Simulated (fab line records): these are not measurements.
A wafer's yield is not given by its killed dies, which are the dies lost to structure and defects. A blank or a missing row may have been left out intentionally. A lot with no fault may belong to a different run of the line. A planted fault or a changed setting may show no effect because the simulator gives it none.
Chamber matching    flow n5-finfet    N5_BEOL_M5_STRIP_64 on rie-diel-03: 4 sister chambers
The step strips in CF4. 4 wafers are shown with their chamber, then 11 later ones without.

== EACH WAFER AND ITS CHAMBER ==
wafer   chamber  showerhead-plenum-p-Torr (Torr)
L084.3  2        1.80
L089.3  1        1.86
L089.5  0        1.73
L092.1  3        1.81

== WAFERS WITH NO CHAMBER GIVEN ==
wafer   showerhead-plenum-p-Torr (Torr)
L092.4  1.86
L092.6  1.81
L093.3  1.73
L093.4  1.81
L093.6  1.73
L095.1  1.73
L095.2  1.81
L095.4  1.86
L094.1  1.85
L094.2  1.79
L094.6  1.85

== WHICH CHAMBER EACH WENT THROUGH ==
wafer   from the rows above      in truth
L092.4  1                        1
L092.6  can't be placed: 3 or 2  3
L093.3  0                        0
L093.4  can't be placed: 3 or 2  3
L093.6  0                        0
L095.1  0                        0
L095.2  can't be placed: 3 or 2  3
L095.4  1                        1
L094.1  1                        1
L094.2  can't be placed: 2 or 3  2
L094.6  1                        1
Correctly placed: 7 of 11. These rows do not allow placing 4 (true chamber among the candidates in 4). Wrongly placed: 0.
How it was worked out, from the rows above alone: a wafer's distance from a chamber is the root of the sum, over the readings, of the square of ((its reading less the chamber's mean) divided by the reading's scatter). The wafer belongs to the nearest chamber; if the next one is less than 2 further off, it can't be placed. For every chamber, the mean is computed from those of its wafers that are shown. The scatter: with one shown wafer a chamber, the root of the mean of the squares of how far each hidden wafer lies from its nearest shown one.
